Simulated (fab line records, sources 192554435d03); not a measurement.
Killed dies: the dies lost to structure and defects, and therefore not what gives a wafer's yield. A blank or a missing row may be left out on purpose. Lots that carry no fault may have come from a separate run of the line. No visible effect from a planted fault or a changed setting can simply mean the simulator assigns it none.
fab line records -- flow n5-finfet
[record] lots = 4, wafers = 10, last-day = 14
route steps=1938 shown WELL_APT@46 PMOS_HMC_CHANNEL_EPI@57 SD_EPI_N@284 BEOL_M4@1111
lots untouched by any fault: they come from a run of this same line in which no faults occurred
start-h: the number of hours between the record's first day and the start of the first shown wafer of the lot -- wait-h: hours since the lot's step before -- " unchanged from the row above -- L1.1+2: a single row standing in for several wafers -- - no value, or no start given -- * or withheld: withheld -- < > ~ a bound
route shown NAME@n: a module of which the file shows steps, and the number in the route of the first -- usual: mean/standard deviation of fault-free wafers -- same: alike in all rows -- chamber/n: place in a boat -- sites: the reading at each site -- _std_site: how widely they spread, as a standard deviation -- _edge_site: mean of outer sites minus mean of inner sites -- radius-mm: how far each site lies from the wafer's centre -- mask NAME#n: copy n -- behind: the last tool/chamber to shape the wafer -- hold: why the lot went on hold/how many hours it stayed there/how the hold came to an end -- device: the n, p or np transistor that did not switch -- end of line: the route-end tests of the same wafers -- for a step that has no rows: nothing shown but its recipe -- killed: dies that structure and defects cost at the first sort, which is not the same as the wafer's yield -- map: the dies of a wafer, with x for killed, . for not killed, _ for no die there
set.NAME: setting as actually run; set.NAME@STEP: the setting as run at that earlier step -- model.NAME: the simulator's own value behind a step, which no gauge read
lots at some steps of the route; a table a step, a row a wafer
services: when a tool's chamber went out of use (start-h, in hours from the record's first day, below 0 if earlier), for how many hours, and the reason
[[steps]]
[step N5_WELL_APT_DESCUM_30]
[recipe] chemistry = O2, time-s = 7.9, source-power-w = 50, bias-power-w = 20, pressure-mtorr = 20, rf-frequency-hz = 2.712e+07, temp-c = 40, o2-flow-sccm = 225
[step N5_WELL_APT_IMPLANT_31]
[recipe] species = B, energy-kev = 60, dose-cm2 = 1.5e+13, tilt-deg = 0, rotation-deg = 0
[step N5_WELL_APT_IMPLANT_32]
[recipe] species = BF2, energy-kev = 50, dose-cm2 = 2e+13, tilt-deg = 0, rotation-deg = 0
[step N5_WELL_APT_STRIP_33]
[recipe] chemistry = SPM, time-s = 900, temp-c = 130, h2so4-h2o2-vol-ratio = 4, dry = ipa-marangoni
[step N5_WELL_APT_RTA_34]
[recipe] temp-c = 1000, time-s = 10, ambient = N2, idle-temp-c = 600, ramp-up-c-per-s = 150, ramp-down-c-per-s = 60, cool-to-c = 600
[step N5_WELL_APT_OXIDE_STRIP_42]
[recipe] chemistry = dHF, dilution = 25:1, time-s = 45, temp-c = 25, target = SiO2, target-depth-a = 120
[step N5_WELL_APT_PRECLEAN_36]
[recipe] chemistry = O3/DIW, time-s = 45, temp-c = 22, o3-ppm = 10
[step N5_WELL_APT_PRECLEAN_39]
[recipe] chemistry = dHF, time-s = 60, dilution = 150:1, temp-c = 25
[step N5_WELL_APT_SRD_37]
[recipe] dry = ipa-marangoni, do-ppb = 5, time-s = 30, temp-c = 23, rinse-liquid = diw
[step N5_WELL_APT_EPI_41]
[recipe] material = Si, target-thk-a = 500, temp-c = 650, precursor = SiH4/H2, pressure-torr = 20, time-s = 297.7
[usual] throttle-valve-pct = 11.34/0.18
lot.wafer,tool,chamber,start-h,wait-h,throttle-valve-pct,model.Si_of_WELL_APT_EPI_41.thk-nm
L822.1,epi-rpcvd-03,0,22.44,0.0,11.27,49.69
L822.3,epi-rpcvd-03,0,22.44,0.0,11.24,49.96
L822.5,epi-rpcvd-03,0,22.44,0.0,11.35,50.45
L824.3,epi-rpcvd-03,0,34.42,0.3,11.23,50.35
L824.4,epi-rpcvd-03,0,34.42,0.3,11.41,50.55
L824.6,epi-rpcvd-03,0,34.42,0.3,11.26,51.38
L829.1,epi-rpcvd-03,0,64.12,0.0,11.33,59.93
L829.5,epi-rpcvd-03,0,64.12,0.0,10.97,51.14
L832.2,epi-rpcvd-03,0,82.25,0.2,11.10,50.63
L832.3,epi-rpcvd-03,0,82.25,0.2,11.44,58.78
[step N5_PMOS_HMC_CHANNEL_EPI_HM_DEP_34]
[recipe] material = SiO2, target-thk-a = 360, temp-c = 400, precursor = TEOS/O2, pressure-torr = 6.5, rf-w = 900, teos-flow-sccm = 161.4, gas = O2, flow-sccm = 2650, time-s = 6.9
[step N5_PMOS_HMC_CHANNEL_EPI_COAT_31]
[recipe] resist = BARC, temp-c = 205, time-s = 60, spin-rpm = 1500, resist-thk-nm = 66
[step N5_PMOS_HMC_CHANNEL_EPI_COAT_03]
[recipe] resist = CAR-ArF-block, spin-rpm = 1500, resist-thk-nm = 205
[step N5_PMOS_HMC_CHANNEL_EPI_EBR_05]
[recipe] solvent = PGMEA, ebr-width-mm = 1.5
[step N5_PMOS_HMC_CHANNEL_EPI_SOFTBAKE_04]
[recipe] temp-c = 110, time-s = 60, resist = CAR-ArF-block
[step N5_PMOS_HMC_CHANNEL_EPI_EXPOSE_06]
[recipe] mask-id = PMOS_HMC_BLK, na = 1.35, source-shape = conventional, sigma-outer = 0.8, polarization = unpolarized, target-cd-nm = 240, dose-mj = 41
[step N5_PMOS_HMC_CHANNEL_EPI_PEB_07]
[recipe] peb-temp-c = 110, peb-time-s = 60, resist = CAR-ArF-block
[step N5_PMOS_HMC_CHANNEL_EPI_DEVELOP_08]
[recipe] develop-time-s = 30, developer = TMAH, resist = CAR-ArF-block, dev-temp-c = 23, rinse-liquid = diw, dry = air-spin
[step N5_PMOS_HMC_CHANNEL_EPI_DESCUM_14]
[recipe] chemistry = O2, time-s = 7.9, source-power-w = 50, bias-power-w = 20, pressure-mtorr = 20, rf-frequency-hz = 2.712e+07, temp-c = 40, resist = CAR-ArF-block, o2-flow-sccm = 225
[step N5_PMOS_HMC_CHANNEL_EPI_ETCH_32]
[recipe] chemistry = N2/H2, target = BARC, stop-on = SiO2, target-depth-a = 858, over-etch-frac = 0.3, time-s = 50.3, ion-energy-ev = 200, mask-material = CAR-ArF-block, pressure-mtorr = 30, source-w = 840, bias-w = 150, n2-flow-sccm = 200, h2-flow-sccm = 200
[step N5_PMOS_HMC_CHANNEL_EPI_HM_OPEN_15]
[recipe] chemistry = CHF3/O2, target = SiO2, mask-material = CAR-ArF-block, target-depth-a = 406, CHF3_flow_sccm = 50, O2_flow_sccm = 5, Ar_flow_sccm = 200, time-s = 20.3, pressure-mtorr = 30, source-w = 650, bias-w = 170, ion-energy-ev = 200
[step N5_PMOS_HMC_CHANNEL_EPI_STRIP_33]
[recipe] chemistry = N2/H2, power-w = 500, temp-c = 40, pressure-mtorr = 50, rf-frequency-hz = 6e+07, overash-fraction = 0.3, bias-power-w = 8, h2-frac = 0.5, n2-flow-sccm = 300, h2-flow-sccm = 300
[step N5_PMOS_HMC_CHANNEL_EPI_STRIP_17]
[recipe] chemistry = SPM, time-s = 750, temp-c = 130, h2so4-h2o2-vol-ratio = 4, dry = ipa-marangoni
[step N5_PMOS_HMC_CHANNEL_EPI_ETCH_38]
[recipe] chemistry = CF4, target = SiO2, target-depth-a = 15, ion-energy-ev = 350, pressure-mtorr = 10, icp-w = 800, bias-w = 400, cf4-flow-sccm = 80
[step N5_PMOS_HMC_CHANNEL_EPI_FIN_RECESS_16]
[recipe] chemistry = HBr/Cl2, target = Si, mask-material = SiO2, target-depth-a = 540, time-s = 18, pressure-mtorr = 10, icp-w = 800, bias-w = 75, HBr_flow_sccm = 150, Cl2_flow_sccm = 80
[step N5_PMOS_HMC_CHANNEL_EPI_PRECLEAN_36]
[recipe] chemistry = O3/DIW, time-s = 45, temp-c = 22, o3-ppm = 10
[step N5_PMOS_HMC_CHANNEL_EPI_PRECLEAN_18]
[recipe] chemistry = DHF, time-s = 30, temp-c = 25, dilution = withheld
[step N5_PMOS_HMC_CHANNEL_EPI_SRD_19]
[recipe] dry = ipa-marangoni, do-ppb = 5, time-s = 30, temp-c = 23, rinse-liquid = diw
[step N5_PMOS_HMC_CHANNEL_EPI_EPI_20]
[recipe] material = SiGe30, mask-material = SiO2, pressure-torr = 20, target-thk-a = 590, temp-c = 600
[step N5_PMOS_HMC_CHANNEL_EPI_HM_STRIP_35]
[recipe] chemistry = dHF, temp-c = 25, material = SiO2, target = SiO2, target-depth-a = 396, time-s = 216
[step N5_PMOS_HMC_CHANNEL_EPI_SRD_39]
[recipe] dry = ipa-marangoni, time-s = 30, temp-c = 23, rinse-liquid = diw
[step N5_PMOS_HMC_CHANNEL_EPI_CMP_21]
[recipe] material = SiGe30, post-cmp-clean = alkaline-brush, target-thk-nm = 54
[step N5_PMOS_HMC_CHANNEL_EPI_PRECLEAN_40]
[recipe] chemistry = DHF, time-s = 30, temp-c = 25, dilution = withheld
[step N5_PMOS_HMC_CHANNEL_EPI_PRECLEAN_37]
[recipe] chemistry = O3/DIW, time-s = 45, temp-c = 22, o3-ppm = 10
[step N5_SD_EPI_N_STRIP_18]
[recipe] chemistry = SPM, time-s = 750, temp-c = 130, h2so4-h2o2-vol-ratio = 4
lot.wafer,tool,chamber,start-h,wait-h,model.Si_of_WELL_APT_EPI_41.thk-nm
L822.1,wet-bench-01,5,56.24,0.0,8
L822.3,wet-bench-01,2,56.24,0.0,7.2
L822.5,wet-bench-01,6,56.24,0.0,8.2
L824.3,wet-bench-05,7,67.48,0.0,8.2
L824.4,wet-bench-05,3,67.48,0.0,7.8
L824.6,wet-bench-05,0,67.48,0.0,8.4
L829.1,wet-bench-04,4,99.91,0.0,17.6
L829.5,wet-bench-04,2,99.91,0.0,8.6
L832.2,wet-bench-05,1,118.26,0.0,7.4
L832.3,wet-bench-05,0,118.26,0.0,16.4
[step N5_BEOL_M4_RC_MEAS_101]
[usual] CJ_N = 4.36/0.078, CJ_P = 5.77/0.14, DIBL_N = 35.7/1.3, DIBL_P = 35.4/1.8, IOFF_N = 0.152/0.027, IOFF_P = 0.20/0.034, ION_N = 672/9.8, ION_P = 461/7.5, RS_NWELL = 1036/7.2, RS_PWELL = 3013/23, SS_N = 71.4/0.55, SS_P = 73.1/0.61, VT_N = 251/3.3, VT_P = -251/3.6
lot.wafer,tool,chamber,start-h,wait-h,CJ_N,CJ_P,DIBL_N[mV/V],DIBL_P[mV/V],IOFF_N[nA/um],IOFF_P[nA/um],ION_N[uA/um],ION_P[uA/um],RS_NWELL[ohm/sq],RS_PWELL[ohm/sq],SS_N[mV/dec],SS_P[mV/dec],VT_N[mV],VT_P[mV]
L822.1,prober-01,0,167.82,0.0,4.37,5.72,36.3,36.0,0.147,0.20,667,467,1033,2983,71.1,74.3,252,-249
L822.3,prober-01,0,167.82,0.0,4.44,5.86,36.4,34.7,0.148,0.19,672,462,1037,3016,71.3,73.3,250,-249
L822.5,prober-01,0,167.82,0.0,4.42,5.74,35.3,34.6,0.136,0.18,673,462,1036,2994,71.4,73.1,253,-251
L824.3,prober-02,0,181.50,0.3,4.31,5.81,34.6,36.3,0.165,0.19,682,464,1033,3005,71.3,73.0,250,-252
L824.4,prober-02,0,181.50,0.3,4.35,5.93,36.9,37.7,0.190,0.20,680,456,1024,3006,72.2,73.9,249,-251
L824.6,prober-02,0,181.50,0.3,4.39,5.67,34.4,35.2,0.150,0.17,677,456,1030,2996,71.4,72.6,251,-254
L829.1,prober-02,0,218.32,0.4,3.16,4.91,35.5,33.8,0.152,0.19,686,467,1023,2880,72.1,72.9,253,-253
L829.5,prober-02,0,218.32,0.4,4.32,5.72,33.3,31.3,0.104,0.15,652,453,1037,3007,72.0,71.6,258,-254
L832.2,prober-02,0,237.08,0.2,4.43,5.77,37.4,34.8,0.190,0.21,674,461,1026,2989,71.8,72.5,244,-247
L832.3,prober-02,0,237.08,0.2,3.24,4.60,39.3,35.4,0.279,0.24,691,471,1010,2848,72.6,74.1,242,-245
[[services]]
tool,chamber,start-h,hours,kind
wet-bench-04,-,0.46,1.8,repair
wet-bench-01,-,9.47,1.2,repair
wet-bench-01,-,102.91,3.2,repair
[[key]]
[first-sign] step = N5_BEOL_M4_RC_MEAS_101, reading = CJ_N, direction = down, sigmas = 15, usual = 4.36, struck = 3.20
[effect] step = N5_BEOL_M4_RC_MEAS_101, reading = CJ_P, direction = down, sigmas = 7.2, usual = 5.77, struck = 4.76
[effect] step = N5_BEOL_M4_RC_MEAS_101, reading = RS_PWELL, direction = down, sigmas = 6.6, usual = 3013, struck = 2864
[effect] step = N5_BEOL_M4_RC_MEAS_101, reading = RS_NWELL, direction = down, sigmas = 2.8, usual = 1036, struck = 1017
[model-effect] step = N5_WELL_APT_EPI_41, value = Si_of_WELL_APT_EPI_41.thk-nm, without = 51.11, struck = 59.36
[model-effect] step = N5_SD_EPI_N_STRIP_18, value = Si_of_WELL_APT_EPI_41.thk-nm, without = 8.8, struck = 17
met-at N5_WELL_APT_EPI_41
struck-wafers L829.1,L832.3
onset-between 34.42 64.12
[fault] kind = process-parameter-drift, tool = epi-rpcvd-03, chamber = -, onset-h = 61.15, steps = N5_WELL_APT_EPI_41, channel = target-thk-a, offset = *, shape = step, end-h = 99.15, scope = struck-wafers-only, acts-in = *, stated = *
